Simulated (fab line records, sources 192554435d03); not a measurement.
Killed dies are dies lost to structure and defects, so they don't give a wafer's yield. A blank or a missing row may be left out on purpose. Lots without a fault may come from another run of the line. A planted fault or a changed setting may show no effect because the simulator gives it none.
Chamber matching | flow n5_finfet | N5_BEOL_M11_DESCUM_33 on rie_diel-03: 4 sister chambers
The step chemistry O2, time 7.9 s. 4 wafers are shown with their chamber, then 9 later ones without.

WAFERS WITH THEIR CHAMBER
wafer  | chamber | drypump_motor_current_A (A)
L086.5 | 1       | 5.7
L085.1 | 0       | 6.2
L088.1 | 3       | 6.3
L088.6 | 2       | 5.7

WAFERS WITHOUT THEIR CHAMBER
wafer  | drypump_motor_current_A (A)
L091.1 | 5.8
L091.5 | 6.3
L091.6 | 6.2
L093.2 | 6.2
L093.4 | 5.7
L093.5 | 5.7
L097.4 | 5.7
L097.5 | 6.3
L097.6 | 5.7

WHICH CHAMBER EACH WENT THROUGH
wafer  | from the rows above     | in truth
L091.1 | can't be placed: 1 or 2 | 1
L091.5 | 3                       | 3
L091.6 | 0                       | 0
L093.2 | 0                       | 0
L093.4 | can't be placed: 1 or 2 | 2
L093.5 | can't be placed: 1 or 2 | 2
L097.4 | can't be placed: 1 or 2 | 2
L097.5 | 3                       | 3
L097.6 | can't be placed: 1 or 2 | 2
Placed correctly: 4 of 9. Can't be placed from these rows: 5 (the true chamber is among the candidates in 5). Placed wrongly: 0.
How it was worked out, from the rows above alone: a wafer's distance from a chamber is the root of the sum, over the readings, of the square of ((its reading less the chamber's mean) divided by the reading's scatter). The wafer belongs to the nearest chamber; if the next one is less than 2 further off, it can't be placed. A chamber's mean is the mean of its shown wafers. The scatter: with one shown wafer a chamber, the root of the mean of the squares of how far each hidden wafer lies from its nearest shown one.
